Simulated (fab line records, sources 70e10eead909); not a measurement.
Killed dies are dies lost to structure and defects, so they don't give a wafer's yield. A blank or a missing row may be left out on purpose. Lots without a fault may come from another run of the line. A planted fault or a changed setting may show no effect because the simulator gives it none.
fab line records | flow nand_harc
record lots=14 wafers=42 last_day=24
route steps=1159 shown A_ZERO_WELL@403 A_ONON_D1@430 END@1159
lots that met no fault: from a run of the same line without faults
start_h: hours from the record's first day to the start of the lot's first wafer shown | wait_h: hours since the lot's step before | " the same as in the row above | L1.1+2: a row that stands for several wafers | - no value, or no start given | * or withheld: withheld | < > ~ a bound
route shown NAME@n: a module of which the file shows steps, and the number in the route of the first | usual: mean/standard deviation of fault-free wafers | same: alike in all rows | chamber/n: place in a boat | sites: the reading at each site | _std_site: their standard deviation | _edge_site: outer sites' mean less inner sites' | radius_mm: how far each site lies from the wafer's centre | mask NAME#n: copy n | behind: the tool/chamber that last shaped the wafer | hold: why the lot was held/for how many hours/how that ended | device: the transistor (n, p or np) that didn't switch | end of line: the same wafers' tests at the end of the route | a step without rows: its recipe alone | killed: dies lost to structure and defects at the first sort, not the wafer's yield | map: a wafer's dies, x killed, . not, _ none there
set.NAME: the setting as run; set.NAME@STEP: as run at that earlier step | model.NAME: the simulator's own value behind a step, which no gauge read
steps of the route over a sample of lots; a table a step, a row a wafer
services: from which hour (start_h, from the record's first day; less than 0 if before it) a tool's chamber was out of use, for how many hours, and why
## steps
# step NHARC_A_ZERO_WELL_DESCUM_12
# recipe time_s=3 o2_flow_sccm=200 ar_flow_sccm=0 bias_power_w=0 chemistry=O2
# usual drypump_motor_current_A=5.7/0.38 oes_product_au=1.000/0.0097 rf_vpp_V=58.0/0.91 showerhead_plenum_p_Torr=1.95/0.11 throttle_valve_pct=11.312/0.009
# columns lot.wafer tool chamber start_h wait_h drypump_motor_current_A oes_product_au rf_hours_counter_h rf_vpp_V showerhead_plenum_p_Torr throttle_valve_pct
L162.3 rie_diel-06 0 147.89 - 5.4 0.988 3 56.5 1.80 11.313
L162.5 " 1 " " 5.6 1.012 - 58.4 1.82 11.307
L162.6 " 2 " " 5.8 0.995 - 57.6 2.03 11.312
L163.2 rie_diel-06 3 148.04 - 5.7 0.999 4 58.6 1.97 11.317
L163.4 " 0 " " 5.4 0.999 3 58.2 1.80 11.312
L163.5 " 1 " " 5.6 1.006 - 56.9 1.82 11.323
L164.4 rie_diel-10 2 158.48 - 5.8 0.998 14 58.4 1.88 11.315
L164.2 " 0 " " 5.0 0.997 14 56.5 1.82 11.303
L164.6 " 2 " " 5.7 1.001 - 58.8 1.88 11.309
L165.4 rie_diel-10 2 159.22 - 5.7 1.000 14 57.3 1.88 11.320
L165.1 " 1 " " 4.9 1.004 11 57.9 1.93 11.297
L165.6 " 3 " " 6.0 0.995 - 57.6 2.05 11.315
L169.4 rie_diel-09 1 184.34 - 6.0 1.001 8 57.4 2.01 11.307
L169.3 " 2 " " 6.0 0.994 8 58.4 2.06 11.305
L169.6 " 3 " " 5.7 1.010 - 59.3 2.07 11.325
L172.4 rie_diel-10 2 200.59 - 5.8 0.989 3 59.0 1.88 11.323
L172.2 " 3 " " 6.0 1.003 3 59.7 2.05 11.313
L172.6 " 2 " " 5.7 1.006 - 57.3 1.88 11.311
L176.3 rie_diel-09 2 225.78 - 6.0 0.986 12 58.3 2.05 11.316
L176.4 " 1 " " 6.0 0.997 12 58.0 2.01 11.319
L176.6 " 2 " " 6.0 0.985 - 59.5 2.05 11.303
L179.4 rie_diel-09 3 236.29 - 5.8 1.011 13 58.1 2.07 11.294
L179.1 " 1 " " 6.0 1.006 13 58.3 2.01 11.327
L179.5 " 0 " " 6.2 0.999 - 57.1 1.81 11.311
L178.3 rie_diel-06 3 236.79 - 5.8 1.004 17 58.4 1.97 11.308
L178.5 " 3 " " 5.8 1.005 - 58.8 1.97 11.309
L178.4 " 2 " " 5.8 1.000 - 58.8 2.03 11.313
L181.3 rie_diel-10 0 246.67 - 4.9 1.019 9 56.8 1.82 11.323
L181.2 " 1 " " 4.9 1.009 9 57.6 1.93 11.312
L181.1 " 3 " " 6.0 0.991 10 58.3 2.05 11.312
L180.1 rie_diel-09 1 248.21 - 6.0 1.003 15 58.0 2.01 11.311
L180.2 " 3 " " 5.8 0.999 15 59.2 2.07 11.310
L180.5 " 2 " " 6.0 0.988 - 59.2 2.05 11.314
L182.2 rie_diel-10 3 254.57 - 6.0 0.990 10 59.2 2.05 11.313
L182.5 " 0 " " 5.0 1.019 - 56.8 1.82 11.319
L182.6 " 1 " " 4.9 1.006 - 57.0 1.93 11.313
L183.3 rie_diel-09 3 264.12 - 5.7 1.002 0 58.1 2.07 11.309
L183.1 " 0 " " 6.2 1.006 0 56.8 1.81 11.310
L183.5 " 3 " " 5.8 1.004 - 58.2 2.07 11.328
L184.1 rie_diel-09 1 280.99 - 6.0 1.003 1 59.0 2.00 11.292
L184.5 " 2 " " 6.1 0.974 - 59.2 2.05 11.293
L184.6 " 3 " " 5.8 1.004 - 58.9 2.07 11.300
# step NHARC_A_ONON_D1_DEP_09
# recipe target_thk_a=10000 n2_flow_sccm=2750 n2o_flow_sccm=2000 nh3_flow_sccm=500 sih4_flow_sccm=210 temp_c=400
# columns lot.wafer tool chamber start_h wait_h
L163.2+4+5 pecvd_onon-01 0 172.75 0.1
L162.3+5+6 pecvd_onon-02 0 172.80 0.2
L165.1+4+6 pecvd_onon-02 0 182.77 0.1
L164.2+4+6 pecvd_onon-03 0 182.82 0.1
L169.3+4+6 pecvd_onon-02 0 205.48 0.2
L172.2+4+6 pecvd_onon-02 0 222.38 0.1
L176.3+4+6 pecvd_onon-01 0 249.60 0.2
L178.3+4+5 pecvd_onon-03 0 259.49 0.2
L179.1+4+5 pecvd_onon-01 0 259.61 0.1
L180.1+2+5 pecvd_onon-01 0 273.47 0.1
L181.1+2+3 pecvd_onon-03 0 273.47 0.1
L182.2+5+6 pecvd_onon-01 0 278.52 0.1
L183.1+3+5 pecvd_onon-02 0 291.19 0.1
L184.1+5+6 pecvd_onon-03 0 305.05 0.1
# step NHARC_A_ONON_D1_THK_MEAS_11
# recipe thk_meas_gauge=ellipsometry
# usual thk_nm=999/11
# columns lot.wafer tool chamber start_h wait_h thk_nm
L162.3 film_metro-02 - 173.20 - 1012
L162.5 " - " " 1012
L162.6 " - " " 1014
L163.2 film_metro-01 - 173.20 - 997
L163.4 " - " " 997
L163.5 " - " " 998
L164.2 film_metro-02 - 183.28 - 1005
L164.4 " - " " 1007
L164.6 " - " " 1006
L165.1 film_metro-01 - 183.29 - 1015
L165.4 " - " " 1015
L165.6 " - " " 1014
L169.3 film_metro-02 - 205.88 - 705
L169.4 " - " " 703
L169.6 " - " " 705
L172.2 film_metro-01 - 222.84 - 718
L172.4 " - " " 714
L172.6 " - " " 716
L176.3 film_metro-01 - 249.99 - 1010
L176.4 " - " " 1012
L176.6 " - " " 1011
L178.3 film_metro-01 - 259.88 - 980
L178.4 " - " " 981
L178.5 " - " " 979
L179.1 film_metro-01 - 260.12 - 999
L179.4 " - " " 1000
L179.5 " - " " 1000
L181.1 film_metro-01 - 273.98 - 1008
L181.2 " - " " 1010
L181.3 " - " " 1008
L180.1 film_metro-02 - 273.98 - 995
L180.2 " - " " 994
L180.5 " - " " 996
L182.2 film_metro-02 - 278.97 - 1002
L182.5 " - " " 1001
L182.6 " - " " 1001
L183.1 film_metro-01 - 291.70 - 988
L183.3 " - " " 987
L183.5 " - " " 986
L184.1 film_metro-02 - 305.56 - 997
L184.5 " - " " 993
L184.6 " - " " 994
# step NHARC_END_SORT_01
# recipe temp_c=25
# usual killed_at_array=29/11 killed_at_other=0.7/1.1 killed_at_periphery=3.1/2 killed_dies=33/11 killed_open=3.5/1.8 killed_short=2.0/1.4
# same gross_dies=677
# columns lot.wafer tool chamber start_h wait_h killed_at_array killed_at_other killed_at_periphery killed_dies killed_open killed_short
L169.3 prober-01 0 497.36 3.1 677 0 0 677 7 1
L169.4 prober-01 0 498.15 3.4 675 0 2 677 1 0
L169.6 prober-01 0 499.74 4.0 674 0 3 677 8 0
L172.2 prober-02 0 508.32 2.8 675 0 2 677 3 4
L172.4 prober-02 0 509.94 3.4 673 0 4 677 6 2
L172.6 prober-02 0 511.55 4.0 675 0 2 677 3 2
# killed by level:class
L169.3 A_ONON_D1:area_dep=647 A_CHANNEL_HOLE_D1:chamber_film_flake=17 A_CONTACT:chamber_film_flake=3 A_SGD_CUT:geometric_particle:open=2 A_CONTACT:geometric_particle:open=2 A_M0:geometric_particle:open=2 A_STAIRCASE:chamber_film_flake=2 A_ONON_D1:geometric_particle:short=1
L169.4 A_ONON_D1:area_dep=652 A_CHANNEL_HOLE_D1:chamber_film_flake=17 A_STAIRCASE:chamber_film_flake=4 A_M0:geometric_particle:open=1 P_ZERO_WELL:chamber_film_flake=1 P_STI:chamber_film_flake=1 A_CONTACT:chamber_film_flake=1
L169.6 A_ONON_D1:area_dep=650 A_CHANNEL_HOLE_D1:chamber_film_flake=15 A_ONON_D1:geometric_particle:open=2 A_SGD_CUT:geometric_particle:open=2 P_ZERO_WELL:chamber_film_flake=2 P_CONTACT:geometric_particle:open=1 A_CONTACT:geometric_particle:open=1 A_M0:geometric_particle:open=1
L172.2 A_ONON_D1:area_dep=642 A_CHANNEL_HOLE_D1:chamber_film_flake=16 A_WL_FILL:chamber_film_flake=4 A_BONDPAD:chamber_film_flake=3 A_CHANNEL_FILL_D1:geometric_particle:short=2 A_CONTACT:geometric_particle:open=2 A_CONTACT:chamber_film_flake=2 A_M0:chamber_film_flake=2
L172.4 A_ONON_D1:area_dep=646 A_CHANNEL_HOLE_D1:chamber_film_flake=13 A_STAIRCASE:chamber_film_flake=3 A_CHANNEL_FILL_D1:geometric_particle:open=2 P_GATE:chamber_film_flake=2 A_BONDPAD:chamber_film_flake=2 P_M0:geometric_particle:open=1 A_CHANNEL_FILL_D1:geometric_particle:short=1
L172.6 A_ONON_D1:area_dep=644 A_CHANNEL_HOLE_D1:chamber_film_flake=16 A_BONDPAD:chamber_film_flake=4 A_WL_FILL:chamber_film_flake=3 A_WL_FILL:geometric_particle:short=2 A_M0:geometric_particle:open=2 A_SOURCE_PLATE:geometric_particle:open=1 P_STI:chamber_film_flake=1
## services
# columns tool chamber start_h hours kind
rie_diel-09 2 125.33 5.5 repair
rie_diel-09 0 135.10 - clean
rie_diel-09 1 135.10 - clean
rie_diel-09 2 135.10 - clean
rie_diel-09 3 135.10 - clean
rie_diel-09 1 146.66 6.3 repair
rie_diel-06 1 148.64 8.7 repair
pecvd_onon-03 - 153.33 13.0 pm
rie_diel-09 0 159.60 - clean
rie_diel-06 2 169.56 37.4 repair
rie_diel-10 - 176.50 9.0 pm
rie_diel-09 0 179.91 3.0 repair
rie_diel-09 - 194.51 0.6 repair
pecvd_onon-01 - 195.00 13.0 pm
pecvd_onon-01 - 231.01 8.7 repair
rie_diel-06 1 234.73 7.2 repair
rie_diel-10 2 236.64 15.1 repair
rie_diel-06 3 239.00 14.3 repair
rie_diel-06 - 241.20 9.0 pm
pecvd_onon-01 - 241.36 5.8 repair
rie_diel-09 - 254.24 9.0 pm
rie_diel-09 2 265.67 9.3 repair
pecvd_onon-02 - 278.82 0.2 repair
pecvd_onon-02 - 292.36 13.0 pm
## key
first_sign step=NHARC_A_ONON_D1_THK_MEAS_11 reading=thk_nm direction=down sigmas=26 usual=999 struck=710
effect step=NHARC_END_SORT_01 reading=killed_dies direction=up sigmas=61 usual=33 struck=677
more_kills_born_at NHARC_A_ONON_D1_DEP_09@pecvd_onon-02=3881
met_at NHARC_A_ONON_D1_DEP_09
struck_lots L169,L172
later_rows_left_out L169.3,L169.4,L169.6,L172.2,L172.4,L172.6
tester_left_out L169,L172
not_acting_at NHARC_A_ZERO_WELL_DESCUM_12
onset_between 182.77 205.48
fault kind=process_parameter_drift tool=pecvd_onon-02 chamber=- onset_h=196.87 steps=NHARC_A_ONON_D1_DEP_09 channel=target_thk_a offset=* shape=step end_h=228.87 acts_in=* stated=*
# tester_left_out: of these lots the tester's yield and bins aren't shown, on N5 and GAA mostly nor the transistor test; their killed dies are dies lost to structure and defects alone, not to doping, threshold or leakage, so they don't give the yield
# later_rows_left_out: the simulator's readings of these wafers behind a module that went badly wrong aren't trusted and aren't shown, but for the sort
